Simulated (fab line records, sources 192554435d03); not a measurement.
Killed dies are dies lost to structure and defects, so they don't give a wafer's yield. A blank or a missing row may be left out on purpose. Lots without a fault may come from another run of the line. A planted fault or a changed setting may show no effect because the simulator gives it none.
fab line records | flow n5_finfet
record lots=7 wafers=21 last_day=17
route steps=1938 shown STI_FIN_REVEAL@184 BEOL_M4@1111 PASSIVATION@1936
lots that met no fault: from a run of the same line without faults
start_h: hours from the record's first day to the start of the lot's first wafer shown | wait_h: hours since the lot's step before | " the same as in the row above | L1.1+2: a row that stands for several wafers | - no value, or no start given | * or withheld: withheld | < > ~ a bound
route shown NAME@n: a module of which the file shows steps, and the number in the route of the first | usual: mean/standard deviation of fault-free wafers | same: alike in all rows | chamber/n: place in a boat | sites: the reading at each site | _std_site: their standard deviation | _edge_site: outer sites' mean less inner sites' | radius_mm: how far each site lies from the wafer's centre | mask NAME#n: copy n | behind: the tool/chamber that last shaped the wafer | hold: why the lot was held/for how many hours/how that ended | device: the transistor (n, p or np) that didn't switch | end of line: the same wafers' tests at the end of the route | a step without rows: its recipe alone | killed: dies lost to structure and defects at the first sort, not the wafer's yield | map: a wafer's dies, x killed, . not, _ none there
set.NAME: the setting as run; set.NAME@STEP: as run at that earlier step | model.NAME: the simulator's own value behind a step, which no gauge read
lots at some steps of the route; a table a step, a row a wafer
services: from which hour (start_h, from the record's first day; less than 0 if before it) a tool's chamber was out of use, for how many hours, and why
## steps
# step N5_STI_FIN_REVEAL_ALD_14
# recipe material=Si3N4 target_thk_a=30 temp_c=400 ald_precursor_family=SiH2I2 ald_co_reactant=N2/H2-plasma pressure_torr=2
# step N5_STI_FIN_REVEAL_FCVD_FILL_01
# recipe material=SiO2_flowable target_thk_a=3120 temp_c=100 pressure_torr=0.8 rf_w=2000 time_s=512.2
# step N5_STI_FIN_REVEAL_DENSIFY_02
# recipe temp_c=650 ambient=steam time_s=1800 idle_temp_c=400 densification_p_h2o_torr=640
# step N5_STI_FIN_REVEAL_CMP_04
# recipe stop_on=Si3N4 t_overpolish_s=4 down_force_psi=2 platen_rpm=54.18 post_cmp_clean=alkaline_brush pad_velocity_m_s=1.078 target_thk_nm=131.83
# usual motor_current_A=8.3/0.53 overpolish_run_s=4.001/0.0094 time_to_endpoint_s=106/6.6
# columns lot.wafer tool chamber start_h wait_h motor_current_A overpolish_run_s time_to_endpoint_s
L354.2 cmp-03 2 63.25 0.0 8.8 4.015 103
L354.3 " 1 " " 9.0 3.985 105
L354.6 " 3 " " 8.5 4.026 108
L357.1 cmp-02 1 81.28 0.0 8.5 4.009 118
L357.2 " 2 " " 8.6 4.004 115
L357.4 " 0 " " 8.5 3.978 112
L358.4 cmp-03 3 91.26 0.0 8.7 4.000 107
L358.1 " 2 " " 8.1 3.999 105
L358.6 " 0 " " 8.1 4.000 103
L360.2 cmp-02 2 101.77 0.0 9.3 3.997 111
L360.3 " 1 " " 9.2 3.995 116
L360.6 " 3 " " 7.5 4.003 113
L362.3 cmp-02 0 112.18 0.0 8.6 3.976 113
L362.4 " 1 " " 8.6 3.997 125
L362.2 " 2 " " 9.0 4.000 121
L365.2 cmp-03 2 129.33 0.7 8.6 3.982 102
L365.3 " 3 " " 8.1 3.991 103
L365.1 " 1 " " 8.4 3.998 106
L369.2 cmp-03 1 153.02 0.1 8.8 4.007 104
L369.3 " 0 " " 8.2 4.012 107
L369.6 " 2 " " 8.1 4.005 106
# step N5_STI_FIN_REVEAL_THK_MEAS_05
# usual thk_nm=132.6/1.1
# columns lot.wafer tool chamber start_h wait_h thk_nm
L354.2 film_metro-02 - 63.54 - 131.9
L354.3 " - " " 132.7
L354.6 " - " " 132.2
L357.1 film_metro-02 - 81.57 - 132.8
L357.2 " - " " 132.8
L357.4 " - " " 133.3
L358.1 film_metro-02 - 91.55 - 131.5
L358.4 " - " " 132.9
L358.6 " - " " 131.9
L360.2 film_metro-02 - 102.07 - 132.3
L360.3 " - " " 134.2
L360.6 " - " " 132.4
L362.2 film_metro-02 - 112.48 - 133.7
L362.3 " - " " 132.6
L362.4 " - " " 134.0
L365.1 film_metro-02 - 129.62 - 133.5
L365.2 " - " " 132.8
L365.3 " - " " 133.6
L369.2 film_metro-01 - 153.31 - 130.8
L369.3 " - " " 131.0
L369.6 " - " " 131.3
# step N5_STI_FIN_REVEAL_DENSIFY_30
# recipe temp_c=* time_s=* ambient=N2 idle_temp_c=600 ramp_up_c_per_s=150 ramp_down_c_per_s=60 cool_to_c=600
# step N5_STI_FIN_REVEAL_ETCHBACK_08
# recipe chemistry=C4F6/O2 target=SiO2 target_depth_a=305 time_s=10.167 ion_energy_ev=250 pressure_mtorr=30 source_w=345 bias_w=185 Ar_flow_sccm=300 C4F6_flow_sccm=10 O2_flow_sccm=10
# usual drypump_motor_current_A=5.6/0.4 oes_o_777_au=0.78/0.082 oes_product_au=0.78/0.081 rf_vpp_V=659/21 showerhead_plenum_p_Torr=2.83/0.073 throttle_valve_pct=21.18/0.22
# columns lot.wafer tool chamber start_h wait_h drypump_motor_current_A oes_o_777_au oes_product_au rf_hours_counter_h rf_vpp_V showerhead_plenum_p_Torr throttle_valve_pct
L354.2 rie_diel-02 3 63.80 0.2 5.2 0.97 0.96 9 665 2.80 21.28
L354.3 " 1 " " 5.7 0.74 0.74 162 646 2.70 20.80
L354.6 " 1 " " 5.6 0.74 0.74 - 647 2.71 20.81
L357.1 rie_diel-04 1 81.81 0.2 5.1 0.74 0.79 119 651 2.77 21.59
L357.2 " 2 " " 6.0 0.72 0.72 175 639 2.83 21.09
L357.4 " 0 " " 6.1 0.76 0.74 179 647 2.94 21.11
L358.1 rie_diel-04 3 91.86 0.2 5.5 0.85 0.82 92 654 2.80 21.36
L358.4 " 1 " " 5.1 0.74 0.79 123 652 2.77 21.59
L358.6 " 0 " " 6.1 0.77 0.74 - 647 2.94 21.12
L360.2 rie_diel-04 3 102.31 0.2 5.5 0.84 0.80 95 656 2.80 21.35
L360.3 " 2 " " 6.0 0.71 0.71 183 636 2.82 21.11
L360.6 " 2 " " 6.0 0.71 0.71 - 638 2.82 21.13
L362.2 rie_diel-02 0 112.91 0.2 5.9 0.71 0.73 207 685 2.94 21.06
L362.3 " 1 " " 5.6 0.73 0.72 178 647 2.70 20.82
L362.4 " 2 " " 4.8 0.78 0.77 157 654 2.91 20.83
L365.1 rie_diel-06 2 129.90 0.2 5.5 0.73 0.74 167 682 2.82 21.31
L365.2 " 0 " " 5.7 0.67 0.66 238 620 2.83 21.35
L365.3 " 3 " " 5.5 0.87 0.88 43 668 2.81 21.21
L369.2 rie_diel-02 3 153.57 0.2 5.2 0.90 0.89 40 662 2.79 21.33
L369.3 " 0 " " 5.9 0.70 0.72 222 687 2.94 21.07
L369.6 " 1 " " 5.7 0.72 0.72 - 645 2.69 20.85
# step N5_STI_FIN_REVEAL_STRIP_24
# recipe chemistry=N2/H2 time_s=90 power_w=100 temp_c=40 pressure_mtorr=100 rf_frequency_hz=6e+07 bias_power_w=3 n2_flow_sccm=300 h2_flow_sccm=300
# usual drypump_motor_current_A=5.6/0.4 h2_flow_sccm=299.9/0.9 oes_product_au=0.79/0.074 rf_vpp_V=45.3/0.9 showerhead_plenum_p_Torr=3.36/0.1 throttle_valve_pct=12.23/0.22
# columns lot.wafer tool chamber start_h wait_h drypump_motor_current_A h2_flow_sccm oes_product_au rf_hours_counter_h rf_vpp_V showerhead_plenum_p_Torr throttle_valve_pct
L354.2 rie_diel-02 3 63.83 0.0 5.2 298.6 0.93 9 45.6 3.35 12.21
L354.3 " 1 " " 5.7 301.0 0.74 162 45.5 3.23 12.03
L354.6 " 1 " " 5.7 300.2 0.75 - 46.0 3.23 12.02
L357.1 rie_diel-04 1 81.85 0.0 5.2 299.2 0.79 119 45.6 3.28 12.59
L357.2 " 2 " " 6.0 299.3 0.73 175 44.4 3.34 12.12
L357.4 " 0 " " 6.1 300.1 0.75 179 46.1 3.51 12.28
L358.1 rie_diel-04 3 91.89 0.0 5.5 299.6 0.81 92 45.1 3.23 11.87
L358.4 " 1 " " 5.2 300.5 0.79 123 45.0 3.28 12.59
L358.6 " 0 " " 6.1 299.9 0.75 - 46.2 3.51 12.30
L360.2 rie_diel-04 3 102.34 0.0 5.5 301.6 0.81 95 43.9 3.23 11.87
L360.3 " 2 " " 6.0 299.2 0.72 183 44.5 3.33 12.15
L360.6 " 2 " " 6.0 299.9 0.72 - 44.3 3.33 12.13
L362.2 rie_diel-02 0 112.94 0.0 5.9 300.7 0.73 207 46.8 3.48 12.20
L362.3 " 1 " " 5.7 300.9 0.75 178 44.6 3.22 12.07
L362.4 " 2 " " 4.9 300.2 0.77 157 45.0 3.52 12.21
L365.1 rie_diel-06 2 129.94 0.0 5.5 301.3 0.76 167 45.2 3.40 12.56
L365.2 " 0 " " 5.7 298.0 0.67 238 43.4 3.35 12.45
L365.3 " 3 " " 5.5 299.8 0.88 43 45.4 3.30 12.00
L369.2 rie_diel-02 3 153.60 0.0 5.2 299.2 0.86 40 44.7 3.33 12.29
L369.3 " 0 " " 5.9 299.0 0.73 222 45.4 3.47 12.24
L369.6 " 1 " " 5.7 298.9 0.72 - 45.1 3.21 12.11
# step N5_STI_FIN_REVEAL_PRECLEAN_25
# recipe chemistry=SPM time_s=90 temp_c=120 mix=4:1
# step N5_STI_FIN_REVEAL_PRECLEAN_26
# recipe chemistry=SC1 time_s=45 temp_c=46 mix=1:2:100
# step N5_STI_FIN_REVEAL_PRECLEAN_29
# recipe chemistry=DHF time_s=30 temp_c=25 dilution=300:1
# step N5_STI_FIN_REVEAL_SRD_12
# recipe time_s=30 temp_c=23 rinse_liquid=diw dry=ipa_marangoni
# step N5_STI_FIN_REVEAL_RECESS_09
# recipe chemistry=HF/NH3 target=SiO2 afs_cycles=11 target_depth_a=425 temp_c=30 sublimation_temp_c=180 sublimation_time_s=60
# usual drypump_motor_current_A=5.76/0.21
# columns lot.wafer tool chamber start_h wait_h drypump_motor_current_A
L354.2 vapor_etch-01 1 65.20 1.2 5.74
L354.3 " 0 " " 6.01
L354.6 " 0 " " 6.03
L357.1 vapor_etch-01 0 82.35 0.3 6.02
L357.2 " 1 " " 5.74
L357.4 " 0 " " 6.01
L358.1 vapor_etch-01 1 92.12 0.0 5.72
L358.4 " 1 " " 5.72
L358.6 " 0 " " 6.01
L360.2 vapor_etch-01 0 102.56 0.0 6.03
L360.3 " 1 " " 5.74
L360.6 " 0 " " 6.03
L362.2 vapor_etch-01 0 113.16 0.0 6.04
L362.3 " 1 " " 5.72
L362.4 " 0 " " 6.01
L365.1 vapor_etch-02 0 130.16 0.0 5.46
L365.2 " 1 " " 5.66
L365.3 " 0 " " 5.43
L369.2 vapor_etch-02 1 153.83 0.0 5.66
L369.3 " 1 " " 5.68
L369.6 " 0 " " 5.41
# step N5_STI_FIN_REVEAL_STRIP_16
# recipe chemistry=H3PO4 material=SiNx temp_c=165 target_depth_a=238 overetch_fraction=0.4964 dry=ipa_marangoni
# step N5_STI_FIN_REVEAL_PRECLEAN_17
# recipe chemistry=NF3:NH3 afs_cycles=1 temp_c=30 time_s=20 sublimation_temp_c=180 sublimation_time_s=60 pressure_torr=3 rf_power_w=30
# step N5_STI_FIN_REVEAL_ETCH_34
# recipe chemistry=H2 mode=isotropic material=Si target=Si target_depth_a=9.7 temp_c=20 pressure_mtorr=4.5 icp_w=300 bias_w=0 h2_flow_sccm=7.5 he_flow_sccm=142.5
# usual drypump_motor_current_A=5.9/0.36 h2_flow_sccm=7.502/0.025 oes_product_au=0.998/0.014 throttle_valve_pct=25.6/0.84
# columns lot.wafer tool chamber start_h wait_h drypump_motor_current_A h2_flow_sccm oes_product_au rf_hours_counter_h throttle_valve_pct
L354.2 rie_si-02 3 67.29 0.1 5.6 7.514 1.002 96 24.6
L354.3 " 1 " " 6.0 7.493 0.993 145 25.0
L354.6 " 3 " " 5.6 7.481 0.990 - 24.6
L357.1 rie_si-05 2 84.45 0.2 6.3 7.476 1.011 44 26.0
L357.2 " 3 " " 6.1 7.484 0.999 16 26.0
L357.4 " 0 " " 6.1 7.525 1.002 87 27.4
L358.1 rie_si-02 2 94.21 0.2 5.4 7.502 1.004 50 26.3
L358.4 " 0 " " 6.2 7.474 1.000 101 25.8
L358.6 " 0 " " 6.2 7.490 0.990 - 25.8
L360.2 rie_si-03 2 104.66 0.1 5.6 7.514 0.979 129 24.5
L360.3 " 1 " " 6.5 7.478 1.009 11 25.4
L360.6 " 1 " " 6.4 7.508 1.014 - 25.4
L362.2 rie_si-03 2 115.25 0.1 5.6 7.485 0.992 129 24.5
L362.3 " 3 " " 5.1 7.526 1.002 82 25.9
L362.4 " 0 " " 5.5 7.501 0.968 192 25.0
L365.1 rie_si-02 2 132.25 0.2 5.5 7.464 1.002 51 26.3
L365.2 " 3 " " 5.6 7.492 0.997 98 24.6
L365.3 " 3 " " 5.6 7.535 0.996 - 24.6
L369.2 rie_si-05 3 155.92 0.1 6.1 7.480 0.991 17 26.0
L369.3 " 1 " " 6.1 7.482 0.996 20 24.9
L369.6 " 1 " " 6.1 7.471 0.990 - 24.9
# step N5_STI_FIN_REVEAL_OXIDATION_31
# recipe chemistry=O2_PLASMA_REMOTE temp_c=150 time_s=20 pressure_mtorr=1000 source_power_w=2000 o2_flow_sccm=3000
# usual drypump_motor_current_A=5.7/0.45 heater_power_w=143/4.1
# columns lot.wafer tool chamber start_h wait_h drypump_motor_current_A heater_power_w rf_hours_counter_h
L354.2 plasma_asher-02 1 67.35 0.0 5.7 143 89
L354.3 " 1 " " 5.7 144 -
L354.6 " 0 " " 6.4 142 -
L357.1 plasma_asher-02 1 84.51 0.0 5.7 144 93
L357.2 " 0 " " 6.4 145 93
L357.4 " 1 " " 5.7 144 -
L358.1 plasma_asher-02 0 94.27 0.0 6.4 146 97
L358.4 " 0 " " 6.4 147 -
L358.6 " 0 " " 6.4 140 -
L360.2 plasma_asher-02 0 104.72 0.0 6.4 143 98
L360.3 " 0 " " 6.4 145 -
L360.6 " 1 " " 5.7 142 -
L362.2 plasma_asher-01 1 115.31 0.0 5.3 149 40
L362.3 " 1 " " 5.3 148 -
L362.4 " 0 " " 5.4 136 -
L365.1 plasma_asher-01 1 132.33 0.1 5.3 151 43
L365.2 " 0 " " 5.4 138 43
L365.3 " 1 " " 5.3 150 -
L369.2 plasma_asher-01 0 155.98 0.0 5.4 138 46
L369.3 " 0 " " 5.4 139 -
L369.6 " 0 " " 5.4 140 -
# step N5_STI_FIN_REVEAL_PRECLEAN_32
# recipe chemistry=NF3:NH3 afs_cycles=1 temp_c=30 time_s=20 sublimation_temp_c=180 sublimation_time_s=60 pressure_torr=3 rf_power_w=30
# step N5_STI_FIN_REVEAL_STRIP_35
# recipe chemistry=H3PO4 material=Si3N4 temp_c=165 target_depth_a=40 time_s=39
# step N5_STI_FIN_REVEAL_SRD_21
# recipe dry=ipa_marangoni time_s=30 temp_c=23 rinse_liquid=diw
# step N5_STI_FIN_REVEAL_OXIDATION_33
# recipe chemistry=O2_PLASMA_REMOTE temp_c=150 time_s=20 pressure_mtorr=1000 source_power_w=2000 o2_flow_sccm=3000
# step N5_STI_FIN_REVEAL_CLEAN_19
# recipe chemistry=O3/DIW temp_c=25 time_s=120 o3_ppm=10
# step N5_STI_FIN_REVEAL_SRD_23
# recipe dry=ipa_marangoni time_s=30 temp_c=23 rinse_liquid=diw
# step N5_STI_FIN_REVEAL_CD_MEAS_22
# recipe target_cd_nm=6.238 pitch_nm=28 polarity=line
# usual cd_nm=6.3/0.32
# columns lot.wafer tool chamber start_h wait_h cd_nm
L354.2 cd_sem-01 - 67.87 0.0 6.4
L354.3 " - " " 5.6
L354.6 " - " " 6.0
L357.1 cd_sem-02 - 85.61 0.0 6.2
L357.2 " - " " 6.5
L357.4 " - " " 6.7
L358.1 cd_sem-01 - 94.79 0.0 6.2
L358.4 " - " " 6.5
L358.6 " - " " 6.1
L360.2 cd_sem-03 - 105.24 0.0 6.9
L360.3 " - " " 6.6
L360.6 " - " " 6.5
L362.2 cd_sem-02 - 115.83 0.0 5.8
L362.3 " - " " 5.6
L362.4 " - " " 6.6
L365.1 cd_sem-02 - 132.85 0.0 6.1
L365.2 " - " " 5.5
L365.3 " - " " 6.1
L369.2 cd_sem-02 - 156.52 0.0 7.0
L369.3 " - " " 6.5
L369.6 " - " " 6.7
# step N5_STI_FIN_REVEAL_FIN_H_MEAS_10
# usual trench_depth_nm=52.1/0.86
# columns lot.wafer tool chamber start_h wait_h trench_depth_nm
L354.2 ocd-02 - 67.90 0.0 54.1
L354.3 " - " " 52.9
L354.6 " - " " 52.4
L357.1 ocd-02 - 85.64 0.0 52.3
L357.2 " - " " 50.8
L357.4 " - " " 51.5
L358.1 ocd-02 - 94.82 0.0 55.3
L358.4 " - " " 55.1
L358.6 " - " " 54.6
L360.2 ocd-02 - 105.27 0.0 55.9
L360.3 " - " " 54.1
L360.6 " - " " 53.9
L362.2 ocd-02 - 115.86 0.0 55.2
L362.3 " - " " 55.1
L362.4 " - " " 55.5
L365.1 ocd-02 - 132.88 0.0 51.2
L365.2 " - " " 50.4
L365.3 " - " " 52.0
L369.2 ocd-01 - 156.55 0.0 52.7
L369.3 " - " " 51.3
L369.6 " - " " 51.6
# step N5_STI_FIN_REVEAL_PRECLEAN_18
# recipe chemistry=SC2 time_s=45 temp_c=35 mix=1:1:50
# step N5_BEOL_M4_RC_MEAS_101
# usual DIBL_N=37.3/2.3 DIBL_P=37.4/2.9 IOFF_N=0.18/0.045 IOFF_P=0.25/0.054 ION_N=679/15 ION_P=468/9.7 SS_N=71.8/0.62 SS_P=73.6/0.76 VT_N=248/4.1 VT_P=-248/3.6
# columns lot.wafer tool chamber start_h wait_h DIBL_N[mV/V] DIBL_P[mV/V] IOFF_N[nA/um] IOFF_P[nA/um] ION_N[uA/um] ION_P[uA/um] SS_N[mV/dec] SS_P[mV/dec] VT_N[mV] VT_P[mV]
L354.2 prober-02 0 195.51 0.2 36.6 36.5 0.16 0.19 685 467 71.4 73.1 250 -252
L354.3 " 0 " " 36.4 37.9 0.15 0.21 662 459 71.6 74.0 253 -252
L354.6 " 0 " " 38.1 38.0 0.18 0.22 683 455 71.7 73.8 251 -253
L357.1 prober-02 0 215.84 0.0 36.0 34.1 0.14 0.21 672 467 71.5 73.0 252 -248
L357.2 " 0 " " 39.8 38.8 0.20 0.29 676 469 72.7 74.6 247 -246
L357.4 " 0 " " 38.3 37.0 0.19 0.28 689 479 72.2 74.0 242 -244
L358.1 prober-02 0 217.87 0.0 36.5 37.2 0.17 0.22 694 495 71.1 73.6 251 -250
L358.4 " 0 " " 39.2 40.9 0.23 0.30 717 504 72.4 74.0 245 -245
L358.6 " 0 " " 37.0 37.3 0.17 0.22 712 487 71.1 73.5 251 -250
L360.2 prober-02 0 236.62 0.2 36.8 38.4 0.20 0.22 713 496 72.0 74.4 243 -251
L360.3 " 0 " " 38.7 39.7 0.21 0.24 711 479 72.5 74.8 248 -251
L360.6 " 0 " " 37.2 37.9 0.18 0.21 703 477 72.0 73.8 249 -252
L362.2 prober-02 0 260.65 0.2 35.1 34.7 0.14 0.20 696 488 71.6 73.3 253 -249
L362.3 " 0 " " 33.1 32.2 0.11 0.16 678 476 71.2 73.6 254 -251
L362.4 " 0 " " 38.5 38.9 0.21 0.27 712 495 71.8 74.8 246 -247
L365.1 prober-02 0 268.65 0.0 31.8 32.1 0.12 0.17 649 452 71.1 72.6 253 -250
L365.2 " 0 " " 33.8 35.0 0.13 0.21 653 451 71.4 72.4 254 -249
L365.3 " 0 " " 31.2 31.6 0.11 0.17 663 460 70.8 72.3 251 -252
L369.2 prober-01 0 292.18 0.2 41.3 43.0 0.27 0.40 708 496 73.1 74.5 242 -240
L369.3 " 0 " " 40.9 42.5 0.25 0.37 685 481 72.1 74.9 242 -241
L369.6 " 0 " " 39.7 41.2 0.23 0.33 675 475 71.7 74.3 245 -243
# step N5_PASSIVATION_PROBE_49
# usual defect_limited_yield=91.3/1.5 killed_at_M0_to_M3=35/8.7 killed_at_M4_up=14/5.5 killed_at_contacts=11/5.6 killed_at_front_end=39/13 killed_at_other=3.7/2.2 killed_dies=103/18 killed_open=69/14 killed_short=33/7.8 sort_bin_4_leakage=0.02/0.15 sort_bin_5_function=5.1/0.99 sort_bin_6_memory=3.3/0.67 sort_bin_8_speed=0.02/0.17 sort_n_pass=1077/18 sort_yield_pct=91.2/1.5
# same gross_dies=1180 killed_at_back_side=0
# columns lot.wafer tool chamber start_h wait_h defect_limited_yield[%] killed_at_M0_to_M3 killed_at_M4_up killed_at_contacts killed_at_front_end killed_at_other killed_dies killed_open killed_short sort_bin_4_leakage[%] sort_bin_5_function[%] sort_bin_6_memory[%] sort_bin_8_speed[%] sort_n_pass sort_yield_pct[%]
L358.1 prober-01 - 325.63 0.0 93.6 20 7 3 41 5 76 44 32 0 4.0 2.3 0 1104 93.6
L358.4 prober-01 - 325.78 0.2 91.9 27 16 6 45 2 96 55 41 0 4.9 3.1 0 1084 91.9
L358.6 prober-01 - 325.88 0.3 93.3 15 9 6 45 4 79 47 30 0 4.1 2.5 0 1101 93.3
# killed by level:class
L358.1 STI_FIN_REVEAL:geometric_particle:open=10 FIN_SAQP:geometric_particle:short=8 GATE_CUT:geometric_particle:short=5 BEOL_M0_SAQP:geometric_particle:short=5 BEOL_M1:geometric_particle:open=5 BEOL_M4:geometric_particle:open=5 DUMMY_GATE:geometric_particle:open=4 FIN_SAQP:geometric_particle:open=3
L358.4 BEOL_M4:geometric_particle:open=9 STARTING-WAFER:geometric_particle:short=8 FIN_SAQP:geometric_particle:short=7 STI_FIN_REVEAL:geometric_particle:open=7 BEOL_M3:geometric_particle:open=6 FIN_SAQP:geometric_particle:open=5 MOL_CONTACT_COAG:geometric_particle:open=5 BEOL_M1:geometric_particle:open=5
L358.6 FIN_SAQP:geometric_particle:open=13 STI_FIN_REVEAL:geometric_particle:open=7 GATE_CUT:geometric_particle:short=7 MOL_CONTACT_COAG:geometric_particle:open=6 BEOL_M0_SAQP:geometric_particle:short=6 FIN_SAQP:geometric_particle:short=5 GATE_CUT:geometric_particle:open=4 BEOL_M3:geometric_particle:open=3
## services
# columns tool chamber start_h hours kind
cmp-02 - 56.64 4.6 pm
rie_diel-06 0 57.42 4.3 repair
rie_diel-02 2 60.12 4.3 repair
rie_diel-06 1 61.97 - clean
rie_diel-06 1 61.97 - consumable_replace:focus_ring
rie_diel-06 1 61.97 16.0 scheduled_down
vapor_etch-02 - 62.41 28.1 pm
rie_diel-04 3 69.58 3.5 repair
rie_diel-02 1 71.49 3.0 repair
cmp-02 - 72.33 2.2 repair
plasma_asher-01 - 72.72 14.6 pm
rie_si-03 1 77.27 4.5 repair
cmp-02 - 82.17 0.3 repair
cmp-03 - 93.83 3.2 repair
vapor_etch-01 - 99.84 0.2 repair
rie_si-03 3 118.07 9.2 repair
rie_si-02 0 123.21 20.2 repair
rie_si-02 1 123.39 32.4 repair
cmp-02 - 127.19 4.0 pm
cmp-02 - 131.19 - consumable_replace:conditioner
cmp-02 - 131.19 - consumable_replace:pad
rie_si-05 2 145.28 15.9 repair
rie_diel-06 2 148.52 29.0 repair
rie_si-03 3 152.62 1.6 repair
## key
first_sign step=N5_STI_FIN_REVEAL_FIN_H_MEAS_10 reading=trench_depth_nm direction=up sigmas=3.3 usual=52.1 struck=55.0
effect step=N5_BEOL_M4_RC_MEAS_101 reading=ION_P direction=up sigmas=2.2 usual=468 struck=489 wafers_moved=8
effect step=N5_BEOL_M4_RC_MEAS_101 reading=ION_N direction=up sigmas=1.7 usual=679 struck=704 wafers_moved=6
met_at N5_STI_FIN_REVEAL_RECESS_09
struck_wafers L358.1,L358.4,L358.6,L360.2,L360.3,L360.6,L362.2,L362.3,L362.4
rows_end L360.2,L360.3,L360.6,L362.2,L362.3,L362.4
onset_between 82.35 92.12
fault kind=process_parameter_drift tool=vapor_etch-01 chamber=- onset_h=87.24 steps=N5_STI_FIN_REVEAL_RECESS_09 channel=target_depth_a offset=30.331 shape=step acts_in=these_recipes_only stated=425
# rows_end: these wafers met a further fault down the route, and their rows from its step on are left out
